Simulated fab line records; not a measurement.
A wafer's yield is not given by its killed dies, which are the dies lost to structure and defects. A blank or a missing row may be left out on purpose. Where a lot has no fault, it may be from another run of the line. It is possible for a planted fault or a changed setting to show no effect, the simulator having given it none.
Split-lot trial -- flow n5 finfet -- 21 wafers read across 7 lots, on a route 1938 steps long

THE SPLIT
At N5_BEOL_M7_DESCUM_33 (chemistry O2, time 7 s), the setting time s was moved away from the recipe's 7 s on 9 of the 21 wafers read, by -21.5% to +18.7%. This setting was run at the recipe's value on the other wafers.

BETWEEN THE SPLIT AND THE READING: the file shows 1 step in between
- N5_BEOL_M7_ETCH_72: etches underlayer in N2/H2, target depth 6.5 nm, time 5.2 s

THE READING
CAR-EUV_of_BEOL_M7_COAT_22.thk nm (the simulator's own value, which no gauge read), in nm, at N5_BEOL_M7_ETCH_65 (etches SiARC in CF4, target depth 15.6 nm, time 26 s). The file gives no usual value for it. Average 11.1 nm, standard deviation 0.094 nm, over the 12 wafers here run with the recipe.

wafer,"tool, chamber at the split","time s as run, s",against the recipe,"CAR-EUV_of_BEOL_M7_COAT_22.thk nm, nm",against lot-mates on the recipe
L074.2,"rie diel-06, 2",5.828,-16.7%,11.6,+0.6
L074.4,"rie diel-06, 3,2",7,recipe,11,-
L074.6,"rie diel-06, 3,2",7,recipe,11,-
L080.2,"rie diel-01, 3,2",5.495,-21.5%,11.8,+0.6
L080.5,"rie diel-01, 3,2",5.495,-21.5%,11.8,+0.6
L080.6,"rie diel-01, 1",7,recipe,11.2,-
L081.1,"rie diel-06, 3,2",8.309,+18.7%,10.4,-0.6
L081.5,"rie diel-06, 3,2",8.309,+18.7%,10.4,-0.6
L081.3,"rie diel-06, 1",7,recipe,11,-
L084.2,"rie diel-01, 1,0",7.845,+12.1%,10.6,-0.4
L084.3,"rie diel-01, 1,0",7.845,+12.1%,10.8,-0.2
L084.4,"rie diel-01, 2",7,recipe,11,-
L085.1,"rie diel-06, 2,0",7,recipe,11.2,-
L085.2,"rie diel-06, 2,0",7,recipe,11.2,-
L085.3,"rie diel-06, 1",7,recipe,11.2,-
L089.1,"rie diel-01, 2,1",5.504,-21.4%,12,+0.8
L089.4,"rie diel-01, 2,1",5.504,-21.4%,12,+0.8
L089.6,"rie diel-01, 0",7,recipe,11.2,-
L094.1,"rie diel-01, 1,3",7,recipe,11.2,-
L094.2,"rie diel-01, 1,3",7,recipe,11.2,-
L094.6,"rie diel-01, 1",7,recipe,11.2,-
Rows listing several chambers each stand for several wafers; the file does not say which wafer went through which chamber.

THE FIT
A straight line over all 21 wafers: CAR-EUV_of_BEOL_M7_COAT_22.thk nm changes by -0.036 nm for each +1% of time s; r = -0.98; the points scatter about the line by 0.1 nm.
The same after taking each lot's own level away (the mean of its wafers on the recipe; 21 wafers): -0.0319 nm for each +1%; r = -0.99; scatter 0.064 nm.
That fit puts the effect of the largest move of time s on the reading at 0.69 nm.
Across the lots, their own levels run from 11.00 to 11.20 nm, a range of 2.1 times the standard deviation given above.
In other words, the slope is changed by the lot-to-lot level; the two fits disagree.
Check: for one of the wafers moved furthest among these (-21.5%), held out of the fit, the line's prediction against its lot-mates is +0.721 nm. Against them it came out at +0.6 nm.

FURTHER SPLITS ON THESE WAFERS
Before the reading, these wafers also passed through other splits. Each is held against what the fit with the lots' levels taken away leaves over:
other split on the same wafers,wafers away from the commonest value,r with CAR-EUV_of_BEOL_M7_COAT_22.thk nm (lot level and that fit taken away)
N5_BEOL_M6_COAT_05 spin rpm,10,+0.30
N5_BEOL_M6_DESCUM_33 time s,7,-0.13

THE WHOLE CHAIN: every reading that the file lists as answering this split, in the file's order
step,what it does,reading,change (the file's fit),r (the file's)
N5_BEOL_M7_DESCUM_33,"chemistry O2, time 7 s","CAR-EUV_of_BEOL_M7_COAT_22.thk nm (the simulator's own value, which no gauge read)",-0.0356 nm for each +1% of the setting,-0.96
N5_BEOL_M7_ETCH_72,"etches underlayer in N2/H2, target depth 6.5 nm, time 5.2 s","CAR-EUV_of_BEOL_M7_COAT_22.thk nm (the simulator's own value, which no gauge read)",-0.0344 nm for each +1% of the setting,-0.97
N5_BEOL_M7_ETCH_65,"etches SiARC in CF4, target depth 15.6 nm, time 26 s","CAR-EUV_of_BEOL_M7_COAT_22.thk nm (the simulator's own value, which no gauge read)",-0.0324 nm for each +1% of the setting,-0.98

THE FILE'S OWN FIT
CAR-EUV_of_BEOL_M7_COAT_22.thk nm changes by -0.0324 nm for each +1% of time s, r = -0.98.
